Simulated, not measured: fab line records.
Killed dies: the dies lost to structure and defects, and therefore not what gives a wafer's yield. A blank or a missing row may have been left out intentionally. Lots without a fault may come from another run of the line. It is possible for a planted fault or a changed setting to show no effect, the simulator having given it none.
2 desks looking at one fault ; flow n5 finfet ; what lay behind the numbers comes last; until then each desk has only its own

## TOOL OWNER'S DESK, pecvd-01
The tool's own readings at N5_BEOL_M9_PECVD_70 (deposits SiO2 from TEOS/O2, target thk 20 nm, time 22.7 s): means of the sampled wafers that have a number, for each lot that ran on this tool. Marked OUT: a lot whose mean sits more than 4 standard deviations from the usual mean, which makes it out of limits; the brackets give that distance.
Columns: A = heater power w at N5_BEOL_M9_PECVD_70, usual 713 W; B = showerhead plenum p Torr at N5_BEOL_M9_PECVD_70, usual 8.79 Torr; C = throttle valve pct at N5_BEOL_M9_PECVD_70, usual 22.2 %
lot;first seen here;A;B;C
L935;day 11 08:50;728;8.79;22.2
L937;day 11 20:32;717;8.80;22.2
L941;day 12 06:23;726;8.85;22.2
L943;day 13 04:26;681;8.81;22.3
L954;day 15 21:22;707;8.79;22.3
L953;day 15 22:16;672;8.80;22.4
This desk found nothing out of limits on any of the 6 lots.

## THE DEFECT DESK
Per lot, the means of the sampled wafers with a number show what the inspections along the route counted. Marked OUT: a lot whose mean sits more than 4 standard deviations from the usual mean, which makes it out of limits; the brackets give that distance.
Columns: A = raw defect count at N5_BEOL_M9_INSPECT_58, usual 78
lot;first seen here;A
L931;day 10 07:22;70
L935;day 11 16:40;91
L938;day 11 21:52;62
L937;day 12 03:29;94
L939;day 12 06:28;97
L941;day 12 14:15;58
L943;day 13 11:14;64
L946;day 14 07:38;75
L953;day 16 05:44;66
L954;day 16 06:17;54
This desk found nothing out of limits on any of the 10 lots.

## BROUGHT TOGETHER
The desk of the tool owner found nothing out of limits.
The defect desk saw nothing out of limits.

## WHAT THE SIMULATOR HAD INSERTED
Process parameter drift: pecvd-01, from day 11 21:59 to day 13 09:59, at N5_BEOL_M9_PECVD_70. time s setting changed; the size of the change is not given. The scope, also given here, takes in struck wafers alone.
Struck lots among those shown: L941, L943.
